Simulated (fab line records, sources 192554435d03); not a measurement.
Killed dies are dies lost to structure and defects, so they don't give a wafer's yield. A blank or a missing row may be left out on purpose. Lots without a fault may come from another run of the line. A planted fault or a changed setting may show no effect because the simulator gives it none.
Chamber matching | flow n5_finfet | N5_DUMMY_GATE_ETCH_37 on rie_diel-04: 4 sister chambers
The step etches SOC in N2/H2, target depth 60 nm, overetch 30 nm. 4 wafers are shown with their chamber, then 7 later ones without.

WAFERS WITH THEIR CHAMBER
wafer  | chamber | drypump_motor_current_A (A)
L085.5 | 3       | 5.5
L085.6 | 0       | 6.5
L089.2 | 2       | 5.4
L089.4 | 1       | 4.7

WAFERS WITHOUT THEIR CHAMBER
wafer  | drypump_motor_current_A (A)
L089.5 | 6.5
L092.3 | 6.4
L092.5 | 6.4
L092.6 | 4.7
L097.1 | 6.5
L097.4 | 5.5
L097.6 | 5.4

WHICH CHAMBER EACH WENT THROUGH
wafer  | from the rows above     | in truth
L089.5 | 0                       | 0
L092.3 | 0                       | 0
L092.5 | 0                       | 0
L092.6 | 1                       | 1
L097.1 | 0                       | 0
L097.4 | can't be placed: 3 or 2 | 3
L097.6 | can't be placed: 2 or 3 | 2
Placed correctly: 5 of 7. Can't be placed from these rows: 2 (the true chamber is among the candidates in 2). Placed wrongly: 0.
How it was worked out, from the rows above alone: a wafer's distance from a chamber is the root of the sum, over the readings, of the square of ((its reading less the chamber's mean) divided by the reading's scatter). The wafer belongs to the nearest chamber; if the next one is less than 2 further off, it can't be placed. A chamber's mean is the mean of its shown wafers. The scatter: with one shown wafer a chamber, the root of the mean of the squares of how far each hidden wafer lies from its nearest shown one.
